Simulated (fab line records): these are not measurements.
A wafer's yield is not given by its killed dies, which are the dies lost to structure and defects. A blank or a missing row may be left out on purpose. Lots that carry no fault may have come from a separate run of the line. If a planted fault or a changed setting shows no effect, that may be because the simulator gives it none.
fab line records	flow n5-finfet
[record] lots = 7	wafers = 21
route steps=1938 shown BEOL_M15@1809 MIM_BOT_ETCH@1867 TV_LITHO@1879 PASSIVATION@1910
start-h: start of the lot's first displayed wafer, in hours after the record's first day	wait-h: time in hours since the lot's previous step	" unchanged from the row above	L1.1+2: a row that stands for several wafers	- no value, or no start given	* or withheld: withheld	< > ~ a bound
route shown NAME@n: a module of which the file shows steps, and the number in the route of the first	usual: mean/standard deviation taken from wafers without a fault	same: alike in all rows	chamber/n: place in a boat	sites: readings site by site	_std_site: how widely they spread, as a standard deviation	_edge_site: the outer-site mean with the inner-site mean subtracted	radius-mm: for every site, how far away it sits from the centre of the wafer	mask NAME#n: copy n	behind: the last tool/chamber to shape the wafer	hold: the reason the lot was held/the length of the hold in hours/how it ended	device: the transistor (n, p or np) that didn't switch	end of line: at the end of the route, the tests of the same wafers	a step given without rows: its recipe and nothing more	killed: the dies lost at the first sort to structure and to defects; this is not the yield of the wafer	map: dies across one wafer; x = killed, . = not, _ = none there
set.NAME: the setting as run; set.NAME@STEP: as run at that earlier step	model.NAME: the simulator's own value behind a step, which no gauge read
lots with deliberately changed settings; one table per step, one row per wafer
[[steps]]
[step N5_BEOL_M15_TRENCH_ETCH_34]
[recipe] chemistry = C4F8/O2/Ar	target = SiO2	target-depth-a = 8729.3	he-inner-torr = 15	he-outer-torr = 30	time-s = 199	ion-energy-ev = 800	pressure-mtorr = 20	source-w = 1905	bias-w = 2040	Ar_flow_sccm = 400	C4F8_flow_sccm = 16	O2_flow_sccm = 12
lot.wafer	tool	chamber	start-h	wait-h	set.time-s	model.etch.depth-nm
L074.1	rie-diel-05	3	245.74	0.0	212.5	989.2
L074.3	"	0	"	"	199	884.3
L074.5	"	0	"	"	199	887.6
L077.3	rie-diel-05	1	265.19	0.0	172.4	737.3
L077.4	"	2	"	"	199	877.6
L077.5	"	0	"	"	172.4	766.1
L081.3	rie-diel-01	1	279.07	0.0	240.7	1094
L081.5	"	0	"	"	240.7	1036
L081.6	"	3	"	"	240.7	1020
L085.3	rie-diel-03	2	332.04	0.0	199	886.5
L085.4	"	1	"	"	199	884.4
L085.5	"	2	"	"	199	883
L089.1	rie-diel-01	3	357.46	0.0	199	831.8
L089.3	"	2	"	"	199	879.4
L089.5	"	3	"	"	199	838.7
L093.2	rie-diel-05	2	364.24	0.0	199	857.7
L093.5	"	2	"	"	199	850.9
L093.6	"	1	"	"	199	838.8
L096.1	rie-diel-03	3	390.28	0.0	170.7	789
L096.2	"	2	"	"	199	898
L096.5	"	2	"	"	199	897.9
[step N5_BEOL_M15_STRIP_36]
[recipe] chemistry = O2	power-w = 600	temp-c = 60	pressure-mtorr = 30	rf-frequency-hz = 6e+07	bias-power-w = 0	overash-fraction = 0.3	o2-flow-sccm = 225
[step N5_BEOL_M15_ECD_47]
[recipe] material = Cu	target-thk-a = 18600
[step N5_BEOL_M15_ANNEAL_48]
[recipe] temp-c = 225	time-s = 90	ambient = N2
[step N5_BEOL_M15_CMP_49]
[recipe] stop-on = SiO2	t-overpolish-s = 4.9	down-force-psi = 2	platen-rpm = 80	clearing-platen-down-force-psi = 2	clearing-platen-rpm = 80	post-cmp-clean = cu-alkaline	target-thk-nm = 850	clearing-platen-pad-velocity-m-s = 1.5917	pad-velocity-m-s = 1.5917
lot.wafer	tool	chamber	start-h	wait-h	set.time-s@BEOL_M15_TRENCH_ETCH_34	model.Cu_of_BEOL_M15_ECD_47.thk-nm
L074.1	cmp-04	0	248.92	0.5	212.5	966.2
L074.3	"	1	"	"	199	861.4
L074.5	"	0	"	"	199	864
L077.4	cmp-04	0	267.43	0.2	199	856.4
L077.3	"	1	"	"	172.4	717.2
L077.5	"	2	"	"	172.4	744.4
L081.3	cmp-02	1	287.30	0.3	240.7	1072
L081.5	"	2	"	"	240.7	1015
L081.6	"	3	"	"	240.7	999.2
L085.3	cmp-02	1	333.91	0.2	199	865.6
L085.4	"	2	"	"	199	862.4
L085.5	"	0	"	"	199	860.8
L089.1	cmp-02	3	359.91	0.3	199	809
L089.3	"	1	"	"	199	858.6
L089.5	"	3	"	"	199	814.6
L093.2	cmp-04	1	365.95	0.3	199	833.4
L093.5	"	3	"	"	199	828.2
L093.6	"	0	"	"	199	814.6
L096.2	cmp-01	2	392.53	0.2	199	875.6
L096.1	"	3	"	"	170.7	766.4
L096.5	"	1	"	"	199	875.4
[step N5_BEOL_M15_THK_MEAS_50]
[recipe] thk-meas-gauge = xrf	reads = Cu_of_BEOL_M15_ECD_47
[usual] M15_THK = 863/28
lot.wafer	tool	chamber	start-h	wait-h	set.time-s@BEOL_M15_TRENCH_ETCH_34	M15_THK[nm]
L074.1	film-metro-02	-	249.17	-	212.5	979
L074.3	"	-	"	"	199	868
L074.5	"	-	"	"	199	874
L077.3	film-metro-02	-	267.65	-	172.4	719
L077.4	"	-	"	"	199	866
L077.5	"	-	"	"	172.4	749
L081.3	film-metro-01	-	287.48	-	240.7	1072
L081.5	"	-	"	"	240.7	1010
L081.6	"	-	"	"	240.7	999
L085.3	film-metro-02	-	334.14	-	199	874
L085.4	"	-	"	"	199	869
L085.5	"	-	"	"	199	865
L089.1	film-metro-02	-	360.20	-	199	813
L089.3	"	-	"	"	199	866
L089.5	"	-	"	"	199	822
L093.2	film-metro-02	-	366.17	-	199	855
L093.5	"	-	"	"	199	846
L093.6	"	-	"	"	199	830
L096.1	film-metro-01	-	392.79	-	170.7	775
L096.2	"	-	"	"	199	881
L096.5	"	-	"	"	199	883
[step N5_BEOL_M15_PRE_CLEAN_52]
[recipe] gas = NH3	time-s = 15	temp-c = withheld	rf-power-w = 300
[step N5_BEOL_M15_DEP_53]
[recipe] material = SiCN	target-thk-a = 500	temp-c = withheld	precursor = 3MS/NH3	pressure-torr = 3	rf-w = 675	time-s = 17.8
[step N5_BEOL_M15_RS_MEAS_54]
[recipe] thk-meas-gauge = four-point-probe	reads = Cu_of_BEOL_M15_ECD_47+Ta_of_BEOL_M15_SPUTTER_44+TaN_of_BEOL_M15_SPUTTER_43
[usual] M15_RS = 0.0214/0.0007
lot.wafer	tool	chamber	start-h	wait-h	set.time-s@BEOL_M15_TRENCH_ETCH_34	M15_RS[ohm/sq]
L074.1	film-metro-01	-	249.30	0.0	212.5	0.0189
L074.3	"	-	"	"	199	0.0212
L074.5	"	-	"	"	199	0.0212
L077.3	film-metro-02	-	267.79	0.1	172.4	0.0256
L077.4	"	-	"	"	199	0.0214
L077.5	"	-	"	"	172.4	0.0246
L081.3	film-metro-01	-	287.61	0.1	240.7	0.0170
L081.5	"	-	"	"	240.7	0.0180
L081.6	"	-	"	"	240.7	0.0183
L085.3	film-metro-02	-	334.27	0.1	199	0.0212
L085.4	"	-	"	"	199	0.0213
L085.5	"	-	"	"	199	0.0213
L089.1	film-metro-01	-	360.33	0.0	199	0.0227
L089.3	"	-	"	"	199	0.0213
L089.5	"	-	"	"	199	0.0225
L093.2	film-metro-02	-	366.30	0.1	199	0.0220
L093.5	"	-	"	"	199	0.0221
L093.6	"	-	"	"	199	0.0225
L096.1	film-metro-02	-	392.92	0.0	170.7	0.0239
L096.2	"	-	"	"	199	0.0209
L096.5	"	-	"	"	199	0.0209
[step N5_MIM_BOT_ETCH_ETCH_03]
[recipe] chemistry = Cl2/BCl3	target-depth-a = 120	pressure-mtorr = 8	icp-w = 800	bias-w = 100	Cl2_flow_sccm = 20	bcl3-flow-sccm = 80
lot.wafer	tool	chamber	start-h	wait-h	set.icp-w	model.etch.depth-nm	model.MIM_BOT_ETCH.cd-offset-nm
L074.1	rie-metal-01	1	258.55	0.1	800	11.84	0.2
L074.3	"	1	"	"	800	11.74	0.2
L074.5	"	1	"	"	704.4	10.55	0.6
L077.3	rie-metal-02	0	272.65	0.1	684	10.38	0.8
L077.4	"	1	"	"	800	12.38	0
L077.5	"	0	"	"	684	10.37	0.6
L081.3	rie-metal-01	0	293.19	0.1	868.9	12.8	0.2
L081.5	"	1	"	"	868.9	12.72	-0.4
L081.6	"	0	"	"	800	11.9	0.6
L085.3	rie-metal-02	1	340.05	0.1	800	12.31	-0.2
L085.4	"	0	"	"	800	11.81	-0.2
L085.5	"	1	"	"	800	12.28	-0.4
L089.1	rie-metal-01	1	363.97	0.1	800	11.83	0.2
L089.3	"	0	"	"	928.3	13.57	-0.4
L089.5	"	0	"	"	928.3	13.65	-0.4
L093.2	rie-metal-01	1	373.18	0.1	890.2	13.18	0
L093.5	"	1	"	"	800	11.96	0.6
L093.6	"	0	"	"	890.2	13.26	-0.2
L096.1	rie-metal-01	1	399.34	0.1	800	11.9	0.2
L096.2	"	0	"	"	800	11.93	0.4
L096.5	"	0	"	"	800	11.91	0
[step N5_PASSIVATION_EXPOSE_07]
[recipe] mask-id = TV	na = 0.55	source-shape = conventional	sigma-outer = 0.8	polarization = unpolarized	defocus-nm = 0	target-cd-nm = 3000	dose-mj = 22.75
lot.wafer	tool	chamber	start-h	wait-h	mask	set.dose-mj
L074.1+5	krf-scanner-02	0	259.79	-	TV#0	22.75
L074.3	"	0	"	"	TV#0	22.28
L077.3+4+5	krf-scanner-02	0	274.25	-	TV#0	22.75
L081.3+6	krf-scanner-02	0	294.27	-	TV#0	22.75
L081.5	"	0	"	"	TV#0	24.28
L085.3+4+5	krf-scanner-02	0	343.52	-	TV#0	22.75
L089.1+3	krf-scanner-01	0	369.50	-	TV#0	22.75
L089.5	"	0	"	"	TV#0	24.46
L093.2+5	krf-scanner-01	0	374.26	-	TV#0	22.75
L093.6	"	0	"	"	TV#0	23.72
L096.1	krf-scanner-02	0	400.55	-	TV#0	21.71
L096.2+5	"	0	"	"	TV#0	22.75
[step N5_PASSIVATION_PEB_08]
[recipe] peb-temp-c = withheld	peb-time-s = *
[step N5_PASSIVATION_DEVELOP_09]
[recipe] develop-time-s = 60	rinse-liquid = diw	dry = air-spin	dev-temp-c = 21
[step N5_PASSIVATION_HARDBAKE_11]
[recipe] temp-c = 130	time-s = 120
[step N5_PASSIVATION_CD_MEAS_10]
[recipe] target-cd-nm = 3000	landing-energy-ev = 500	detector = se-inlens
[usual] cd-nm = 3000/3.6
lot.wafer	tool	chamber	start-h	wait-h	set.dose-mj@PASSIVATION_EXPOSE_07	cd-nm
L074.1	cd-sem-01	0	259.97	-	22.75	2995
L074.3	"	0	"	"	22.28	2996
L074.5	"	0	"	"	22.75	3000
L077.3	cd-sem-03	0	274.42	-	22.75	3005
L077.4	"	0	"	"	22.75	3008
L077.5	"	0	"	"	22.75	3006
L081.3	cd-sem-02	0	294.44	-	22.75	3001
L081.5	"	0	"	"	24.28	3012
L081.6	"	0	"	"	22.75	2997
L085.3	cd-sem-03	0	343.69	-	22.75	3005
L085.4	"	0	"	"	22.75	3005
L085.5	"	0	"	"	22.75	3011
L089.1	cd-sem-02	0	369.67	-	22.75	2999
L089.3	"	0	"	"	22.75	2994
L089.5	"	0	"	"	24.46	3014
L093.2	cd-sem-01	0	374.44	-	22.75	2999
L093.5	"	0	"	"	22.75	2993
L093.6	"	0	"	"	23.72	3006
L096.1	cd-sem-01	0	400.73	-	21.71	2992
L096.2	"	0	"	"	22.75	3004
L096.5	"	0	"	"	22.75	3004
[step N5_PASSIVATION_ETCH_59]
[recipe] chemistry = Cl2/BCl3	target = TaN	target-depth-a = 650	time-s = 34.9	ion-energy-ev = 100	pressure-mtorr = 10	icp-w = 900	bias-w = 100	Cl2_flow_sccm = 60	bcl3-flow-sccm = 30
lot.wafer	tool	chamber	start-h	wait-h	set.time-s	model.etch.depth-nm
L074.1	rie-metal-01	1	262.92	0.7	34.9	62.5
L074.3	"	1	"	"	31.5	57.36
L074.5	"	1	"	"	31.5	57.04
L077.3	rie-metal-02	0	277.47	0.2	34.9	65.24
L077.4	"	1	"	"	34.9	66.94
L077.5	"	0	"	"	41.59	77.27
L081.3	rie-metal-03	0	298.52	0.2	39.69	73.62
L081.5	"	0	"	"	39.69	73.79
L081.6	"	1	"	"	34.9	66
L085.3	rie-metal-03	1	346.14	0.2	34.9	65.87
L085.4	"	0	"	"	34.9	64.42
L085.5	"	0	"	"	34.9	64.52
L089.1	rie-metal-02	0	372.15	0.3	34.9	63.97
L089.3	"	0	"	"	34.9	63.87
L089.5	"	0	"	"	34.9	64.22
L093.2	rie-metal-02	1	377.30	0.3	34.9	65.19
L093.5	"	0	"	"	34.9	63.13
L093.6	"	1	"	"	34.9	65.71
L096.1	rie-metal-02	0	406.48	0.3	39.56	72.98
L096.2	"	1	"	"	34.9	66.39
L096.5	"	1	"	"	39.56	76.07
[[key]]
[split] step = N5_BEOL_M15_TRENCH_ETCH_34	setting = time-s	stated = 199	by = wafer
[response] step = N5_BEOL_M15_TRENCH_ETCH_34	reading = model.etch.depth-nm	change = +9.21	per = 1%	r = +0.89
[response] step = N5_BEOL_M15_CMP_49	reading = model.Cu_of_BEOL_M15_ECD_47.thk-nm	change = +9.21	per = 1%	r = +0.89
[response] step = N5_BEOL_M15_THK_MEAS_50	reading = M15_THK	change = +9.42	per = 1%	r = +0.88
[response] step = N5_BEOL_M15_RS_MEAS_54	reading = M15_RS	change = -0.000252	per = 1%	r = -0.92
[split] step = N5_MIM_BOT_ETCH_ETCH_03	setting = icp-w	stated = 800	by = wafer
[response] step = N5_MIM_BOT_ETCH_ETCH_03	reading = model.etch.depth-nm	change = +0.116	per = 1%	r = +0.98
[response] step = N5_MIM_BOT_ETCH_ETCH_03	reading = model.MIM_BOT_ETCH.cd-offset-nm	change = -0.0474	per = 1%	r = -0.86
[split] step = N5_PASSIVATION_EXPOSE_07	setting = dose-mj	stated = 22.75	by = wafer
[response] step = N5_PASSIVATION_CD_MEAS_10	reading = cd-nm	change = +2.2	per = 1%	r = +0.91
[split] step = N5_PASSIVATION_ETCH_59	setting = time-s	stated = 34.9	by = wafer
[response] step = N5_PASSIVATION_ETCH_59	reading = model.etch.depth-nm	change = +0.579	per = 1%	r = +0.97
